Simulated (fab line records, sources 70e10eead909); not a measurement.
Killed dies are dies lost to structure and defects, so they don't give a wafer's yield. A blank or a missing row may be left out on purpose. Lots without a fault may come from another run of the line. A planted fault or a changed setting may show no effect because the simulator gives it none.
fab line records | flow nand_harc
record lots=7 wafers=21 last_day=35
route steps=1302 shown A_CHANNEL_FILL_D1@515 A_DECK1_JOINT@518 END@1302
lots that met no fault: from a run of the same line without faults
start_h: hours from the record's first day to the start of the lot's first wafer shown | wait_h: hours since the lot's step before | " the same as in the row above | L1.1+2: a row that stands for several wafers | - no value, or no start given | * or withheld: withheld | < > ~ a bound
route shown NAME@n: a module of which the file shows steps, and the number in the route of the first | usual: mean/standard deviation of fault-free wafers | same: alike in all rows | chamber/n: place in a boat | sites: the reading at each site | _std_site: their standard deviation | _edge_site: outer sites' mean less inner sites' | radius_mm: how far each site lies from the wafer's centre | mask NAME#n: copy n | behind: the tool/chamber that last shaped the wafer | hold: why the lot was held/for how many hours/how that ended | device: the transistor (n, p or np) that didn't switch | end of line: the same wafers' tests at the end of the route | a step without rows: its recipe alone | killed: dies lost to structure and defects at the first sort, not the wafer's yield | map: a wafer's dies, x killed, . not, _ none there
set.NAME: the setting as run; set.NAME@STEP: as run at that earlier step | model.NAME: the simulator's own value behind a step, which no gauge read
lots at some steps of the route; a table a step, a row a wafer
services: from which hour (start_h, from the record's first day; less than 0 if before it) a tool's chamber was out of use, for how many hours, and why
## steps
# step NHARC_A_CHANNEL_FILL_D1_SRD_12
# step NHARC_A_CHANNEL_FILL_D1_INSPECT_13
# usual raw_defect_count=321/100
# columns lot.wafer tool chamber start_h wait_h raw_defect_count
L766.4 defect_inspect-02 - 274.97 0.0 267
L766.5 " - " " 205
L766.6 " - " " 258
L768.3 defect_inspect-02 - 300.35 0.0 198
L768.4 " - " " 212
L768.6 " - " " 255
L777.2 defect_inspect-02 - 376.47 0.0 459
L777.3 " - " " 496
L777.4 " - " " 321
L776.3 defect_inspect-02 - 376.47 0.0 258
L776.5 " - " " 239
L776.6 " - " " 252
L775.1 defect_inspect-02 - 380.10 0.0 339
L775.4 " - " " 507
L775.6 " - " " 267
L784.1 defect_inspect-02 - 453.16 0.0 379
L784.4 " - " " 187
L784.6 " - " " 313
L785.1 defect_inspect-02 - 467.56 0.0 300
L785.5 " - " " 380
L785.6 " - " " 253
# step NHARC_A_DECK1_JOINT_ETCHBACK_07
# recipe target_depth_a=1050 time_s=26.9 hbr_flow_sccm=150 rf_w=350 icp_w=350 bias_w=60 chemistry=HBr
# usual drypump_motor_current_A=5.9/0.47 oes_product_au=0.997/0.009 throttle_valve_pct=23.265/0.0097
# columns lot.wafer tool chamber start_h wait_h drypump_motor_current_A oes_product_au rf_hours_counter_h throttle_valve_pct
L766.4 rie_si-04 0 275.06 0.1 6.4 1.011 0.6 23.274
L766.6 " 2 " " 6.5 0.984 - 23.270
L766.5 " 3 " " 5.6 0.995 - 23.272
L768.4 rie_si-02 3 300.41 0.1 5.6 0.989 0.0 23.247
L768.3 " 2 " " 6.2 0.975 0.0 23.273
L768.6 " 0 " " 4.9 1.003 - 23.249
L777.2 rie_si-03 3 376.53 0.1 5.8 0.983 0.9 23.269
L777.4 " 0 " " 6.5 0.993 0.8 23.272
L777.3 " 1 " " 6.1 0.992 1.0 23.278
L776.3 rie_si-02 1 376.57 0.1 5.4 0.990 0.6 23.289
L776.6 " 2 " " 6.1 0.982 - 23.273
L776.5 " 3 " " 5.6 1.000 - 23.266
L775.1 rie_si-04 2 380.16 0.1 6.5 1.006 0.1 23.261
L775.4 " 3 " " 5.6 0.987 0.2 23.273
L775.6 " 3 " " 5.6 0.992 - 23.259
L784.4 rie_si-04 2 453.25 0.1 6.4 1.008 0.5 23.278
L784.1 " 3 " " 5.6 0.980 0.6 23.269
L784.6 " 0 " " 6.4 1.002 - 23.264
L785.1 rie_si-04 2 467.64 0.1 6.5 1.003 0.6 23.263
L785.6 " 1 " " 5.3 0.991 - 23.261
L785.5 " 2 " " 6.5 0.996 - 23.251
# step NHARC_A_DECK1_JOINT_ETCH_25
# recipe target_depth_a=5 chemistry=dHF material=SiO2
# step NHARC_A_DECK1_JOINT_ETCH_19
# recipe temp_c=25 target_depth_a=30 chemistry=TMAH material=poly-Si
# step NHARC_A_DECK1_JOINT_ETCH_18
# recipe target_depth_a=30 chemistry=dHF material=SiO2
# step NHARC_A_DECK1_JOINT_WET_08
# recipe temp_c=160 time_s=86 chemistry=H3PO4
# step NHARC_A_DECK1_JOINT_ETCH_09
# recipe target_depth_a=50 chemistry=dHF material=SiO2
# step NHARC_A_DECK1_JOINT_WET_10
# recipe temp_c=160 time_s=86 chemistry=H3PO4
# step NHARC_A_DECK1_JOINT_ETCH_11
# recipe target_depth_a=350 chemistry=dHF material=SiO2
# step NHARC_A_DECK1_JOINT_CVD_12
# recipe target_thk_a=900 temp_c=620 pressure_mtorr=200 time_s=1800 material=poly-Si
# usual pressure_mtorr=200.0/0.4 run_length_s=1801.8/0.28 spike_tc_upper_C=619.7/1.3
# columns lot.wafer tool chamber start_h wait_h pressure_mtorr run_length_s spike_tc_upper_C
L766.4 lpcvd_poly-01 0 282.49 2.6 200.1 1801.6 619.5
L766.5 " 0 " " 199.9 1801.6 619.3
L766.6 " 0 " " 200.2 1801.6 617.8
L768.3 lpcvd_poly-04 0 316.80 2.5 200.2 1801.9 621.7
L768.4 " 0 " " 200.2 1801.9 620.4
L768.6 " 0 " " 199.9 1801.9 622.3
L775.1 lpcvd_poly-04 - 388.75 2.4 - - -
L775.4 " - " " - - -
L775.6 " - " " - - -
L776.3 lpcvd_poly-04 - 388.75 2.5 - - -
L776.5 " - " " - - -
L776.6 " - " " - - -
L777.2 lpcvd_poly-04 - 388.75 2.4 - - -
L777.3 " - " " - - -
L777.4 " - " " - - -
L784.1 lpcvd_poly-04 0 460.51 2.4 200.9 1801.5 619.5
L784.4 " 0 " " 200.6 1801.5 621.7
L784.6 " 0 " " 200.7 1801.5 620.0
L785.1 lpcvd_poly-01 0 475.05 2.6 200.0 1801.8 619.5
L785.5 " 0 " " 200.2 1801.8 618.0
L785.6 " 0 " " 200.4 1801.8 620.1
# step NHARC_A_DECK1_JOINT_CMP_13
# recipe target_thk_nm=51.023
# usual motor_current_A=12.4/1.2 time_to_endpoint_s=9.6/2.3
# columns lot.wafer tool chamber start_h wait_h motor_current_A time_to_endpoint_s
L766.4 cmp-03 2 285.40 0.4 10.1 11.2
L766.6 " 0 " " 10.4 8.4
L766.5 " 1 " " 11.1 10.3
L768.3 cmp-01 1 319.70 0.4 12.6 7.2
L768.4 " 3 " " 13.6 9.0
L768.6 " 2 " " 13.8 10.8
L775.1 cmp-01 1 391.61 0.4 12.8 -
L775.4 " 2 " " 12.7 -
L775.6 " 1 " " 12.6 -
L777.4 cmp-03 0 391.63 0.4 10.3 -
L777.2 " 1 " " 10.7 -
L777.3 " 2 " " 10.2 -
L776.3 cmp-04 2 391.63 0.4 13.4 -
L776.5 " 1 " " 14.1 -
L776.6 " 2 " " 13.6 -
L784.1 cmp-03 1 463.37 0.4 10.9 7.8
L784.4 " 0 " " 11.0 12.5
L784.6 " 2 " " 10.3 11.0
L785.1 cmp-03 0 477.95 0.4 10.9 9.2
L785.5 " 2 " " 9.9 11.5
L785.6 " 3 " " 12.5 7.9
# step NHARC_A_DECK1_JOINT_SRD_04
# step NHARC_END_SORT_01
# recipe temp_c=25
# usual killed_at_array=62/22 killed_at_other=1.0/1.4 killed_at_periphery=4.2/2.8 killed_dies=67/23 killed_open=3.1/1.7 killed_short=2.1/1.5
# same gross_dies=677
# columns lot.wafer tool chamber start_h wait_h killed_at_array killed_at_other killed_at_periphery killed_dies killed_open killed_short
L775.1 prober-02 0 706.44 2.5 668 0 9 677 7 0
L775.4 prober-02 0 708.84 3.4 671 0 6 677 2 3
L775.6 prober-02 0 710.45 4.0 672 1 4 677 4 2
L776.3 prober-01 0 708.03 3.1 673 0 4 677 2 2
L776.5 prober-01 0 709.63 3.7 675 0 2 677 4 1
L776.6 prober-01 0 710.43 4.0 672 1 4 677 9 0
L777.2 prober-01 0 715.04 2.8 668 1 8 677 2 3
L777.3 prober-01 0 715.83 3.1 674 1 2 677 3 3
L777.4 prober-01 0 716.63 3.4 675 0 2 677 4 3
# killed by level:class
L775.1 A_DECK1_JOINT:area_cvd=586 A_CHANNEL_HOLE_D1:chamber_film_flake=34 A_CHANNEL_HOLE_D2:chamber_film_flake=24 A_CONTACT:chamber_film_flake=5 A_SGD_CUT:chamber_film_flake=4 A_CHANNEL_FILL_D2:chamber_film_flake=4 P_STI:chamber_film_flake=3 P_GATE:chamber_film_flake=3
L776.3 A_DECK1_JOINT:area_cvd=617 A_CHANNEL_HOLE_D2:chamber_film_flake=32 A_CHANNEL_HOLE_D1:chamber_film_flake=13 P_BONDPAD:chamber_film_flake=3 A_CONTACT:chamber_film_flake=3 A_SLIT:chamber_film_flake=2 A_WL_FILL:chamber_film_flake=2 A_DECK1_JOINT:geometric_particle:open=1
L775.4 A_DECK1_JOINT:area_cvd=607 A_CHANNEL_HOLE_D1:chamber_film_flake=27 A_CHANNEL_HOLE_D2:chamber_film_flake=18 A_SLIT:chamber_film_flake=5 P_GATE:chamber_film_flake=4 A_SGD_CUT:chamber_film_flake=4 A_CONTACT:chamber_film_flake=2 P_M0:geometric_particle:open=1
L776.5 A_DECK1_JOINT:area_cvd=616 A_CHANNEL_HOLE_D2:chamber_film_flake=34 A_CHANNEL_HOLE_D1:chamber_film_flake=10 A_CONTACT:chamber_film_flake=5 A_STAIRCASE:chamber_film_flake=2 A_WL_FILL:chamber_film_flake=2 P_CONTACT:geometric_particle:open=1 A_CHANNEL_HOLE_D1:geometric_particle:short=1
L776.6 A_DECK1_JOINT:area_cvd=620 A_CHANNEL_HOLE_D2:chamber_film_flake=30 A_CHANNEL_HOLE_D1:chamber_film_flake=8 A_CONTACT:chamber_film_flake=4 P_CONTACT:geometric_particle:open=2 A_CONTACT:geometric_particle:open=2 A_WL_FILL:chamber_film_flake=2 P_GATE:geometric_particle:open=1
L775.6 A_DECK1_JOINT:area_cvd=598 A_CHANNEL_HOLE_D1:chamber_film_flake=33 A_CHANNEL_HOLE_D2:chamber_film_flake=24 P_STI:chamber_film_flake=3 A_CHANNEL_FILL_D2:chamber_film_flake=3 A_SGD_CUT:chamber_film_flake=3 A_CONTACT:chamber_film_flake=2 P_GATE:geometric_particle:open=1
L777.2 A_DECK1_JOINT:area_cvd=600 A_SLIT:chamber_film_flake=31 A_CHANNEL_HOLE_D1:chamber_film_flake=25 A_CONTACT:chamber_film_flake=6 P_BONDPAD:chamber_film_flake=4 P_GATE:geometric_particle:short=1 P_CONTACT:geometric_particle:open=1 P_M0:geometric_particle:open=1
L777.3 A_DECK1_JOINT:area_cvd=602 A_CHANNEL_HOLE_D1:chamber_film_flake=28 A_SLIT:chamber_film_flake=28 A_CONTACT:chamber_film_flake=7 A_CHANNEL_FILL_D1:geometric_particle:short=2 A_DECK1_JOINT:chamber_film_flake=2 A_WL_FILL:chamber_film_flake=2 P_GATE:geometric_particle:open=1
L777.4 A_DECK1_JOINT:area_cvd=593 A_SLIT:chamber_film_flake=38 A_CHANNEL_HOLE_D1:chamber_film_flake=30 A_STAIRCASE:chamber_film_flake=3 A_CONTACT:chamber_film_flake=3 A_M0:geometric_particle:open=2 P_BONDPAD:chamber_film_flake=2 A_ONON_D1:geometric_particle:short=1
# map L775.1 (x killed, . not)
____________x____________
_________xxxxxxx_________
_______xxxxxxxxxxx_______
______xxxxxxxxxxxxx______
_____xxxxxxxxxxxxxxx_____
____xxxxxxxxxxxxxxxxx____
____xxxxxxxxxxxxxxxxx____
___xxxxxxxxxxxxxxxxxxx___
___xxxxxxxxxxxxxxxxxxx___
__xxxxxxxxxxxxxxxxxxxxx__
__xxxxxxxxxxxxxxxxxxxxx__
_xxxxxxxxxxxxxxxxxxxxxxx_
_xxxxxxxxxxxxxxxxxxxxxxx_
_xxxxxxxxxxxxxxxxxxxxxxx_
_xxxxxxxxxxxxxxxxxxxxxxx_
_xxxxxxxxxxxxxxxxxxxxxxx_
xxxxxxxxxxxxxxxxxxxxxxxxx
xxxxxxxxxxxxxxxxxxxxxxxxx
xxxxxxxxxxxxxxxxxxxxxxxxx
xxxxxxxxxxxxxxxxxxxxxxxxx
xxxxxxxxxxxxxxxxxxxxxxxxx
_xxxxxxxxxxxxxxxxxxxxxxx_
_xxxxxxxxxxxxxxxxxxxxxxx_
_xxxxxxxxxxxxxxxxxxxxxxx_
_xxxxxxxxxxxxxxxxxxxxxxx_
_xxxxxxxxxxxxxxxxxxxxxxx_
__xxxxxxxxxxxxxxxxxxxxx__
__xxxxxxxxxxxxxxxxxxxxx__
___xxxxxxxxxxxxxxxxxxx___
___xxxxxxxxxxxxxxxxxxx___
____xxxxxxxxxxxxxxxxx____
____xxxxxxxxxxxxxxxxx____
_____xxxxxxxxxxxxxxx_____
______xxxxxxxxxxxxx______
_______xxxxxxxxxxx_______
_________xxxxxxx_________
____________x____________
# map L776.3 (x killed, . not)
____________x____________
_________xxxxxxx_________
_______xxxxxxxxxxx_______
______xxxxxxxxxxxxx______
_____xxxxxxxxxxxxxxx_____
____xxxxxxxxxxxxxxxxx____
____xxxxxxxxxxxxxxxxx____
___xxxxxxxxxxxxxxxxxxx___
___xxxxxxxxxxxxxxxxxxx___
__xxxxxxxxxxxxxxxxxxxxx__
__xxxxxxxxxxxxxxxxxxxxx__
_xxxxxxxxxxxxxxxxxxxxxxx_
_xxxxxxxxxxxxxxxxxxxxxxx_
_xxxxxxxxxxxxxxxxxxxxxxx_
_xxxxxxxxxxxxxxxxxxxxxxx_
_xxxxxxxxxxxxxxxxxxxxxxx_
xxxxxxxxxxxxxxxxxxxxxxxxx
xxxxxxxxxxxxxxxxxxxxxxxxx
xxxxxxxxxxxxxxxxxxxxxxxxx
xxxxxxxxxxxxxxxxxxxxxxxxx
xxxxxxxxxxxxxxxxxxxxxxxxx
_xxxxxxxxxxxxxxxxxxxxxxx_
_xxxxxxxxxxxxxxxxxxxxxxx_
_xxxxxxxxxxxxxxxxxxxxxxx_
_xxxxxxxxxxxxxxxxxxxxxxx_
_xxxxxxxxxxxxxxxxxxxxxxx_
__xxxxxxxxxxxxxxxxxxxxx__
__xxxxxxxxxxxxxxxxxxxxx__
___xxxxxxxxxxxxxxxxxxx___
___xxxxxxxxxxxxxxxxxxx___
____xxxxxxxxxxxxxxxxx____
____xxxxxxxxxxxxxxxxx____
_____xxxxxxxxxxxxxxx_____
______xxxxxxxxxxxxx______
_______xxxxxxxxxxx_______
_________xxxxxxx_________
____________x____________
## services
# columns tool chamber start_h hours kind
cmp-01 - 251.75 0.5 repair
cmp-03 - 260.00 4.0 pm
cmp-01 - 268.07 6.3 repair
rie_si-02 - 277.00 9.0 pm
cmp-01 - 283.52 4.0 pm
cmp-03 - 306.27 0.2 repair
cmp-01 - 310.17 3.8 repair
rie_si-04 2 318.98 4.1 repair
rie_si-04 3 321.14 4.5 repair
rie_si-02 3 326.98 8.3 repair
lpcvd_poly-04 - 336.89 17.6 repair
rie_si-02 0 337.09 8.3 repair
rie_si-04 - 342.00 9.0 pm
cmp-03 - 358.00 4.0 pm
cmp-01 - 377.63 1.5 repair
cmp-01 - 381.52 4.0 pm
rie_si-04 3 382.01 4.3 repair
cmp-03 - 393.72 2.5 repair
cmp-01 - 394.64 1.2 repair
rie_si-02 1 407.58 4.7 repair
cmp-01 - 431.42 0.5 repair
rie_si-02 0 434.81 7.6 repair
rie_si-04 2 453.88 11.4 repair
cmp-03 - 456.04 4.0 pm
## key
first_sign step=NHARC_A_DECK1_JOINT_CVD_12 reading=tool_record direction=missing
effect step=NHARC_END_SORT_01 reading=killed_at_array direction=up sigmas=27 usual=62 struck=672
more_kills_born_at NHARC_A_DECK1_JOINT_CVD_12@lpcvd_poly-04=5438
met_at NHARC_A_DECK1_JOINT_CVD_12
struck_wafers L775.1,L775.4,L775.6,L776.3,L776.5,L776.6,L777.2,L777.3,L777.4
later_rows_left_out L775.1,L775.4,L775.6,L776.3,L776.5,L776.6,L777.2,L777.3,L777.4
tester_left_out L775,L776,L777
onset_between 316.80 388.75
fault kind=skipped_step_whole tool=lpcvd_poly-04 chamber=- onset_h=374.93 steps=NHARC_A_DECK1_JOINT_CVD_12 scope=struck_lots_only
# tester_left_out: of these lots the tester's yield and bins aren't shown, on N5 and GAA mostly nor the transistor test; their killed dies are dies lost to structure and defects alone, not to doping, threshold or leakage, so they don't give the yield
# later_rows_left_out: the simulator's readings of these wafers behind a module that went badly wrong aren't trusted and aren't shown, but for the sort
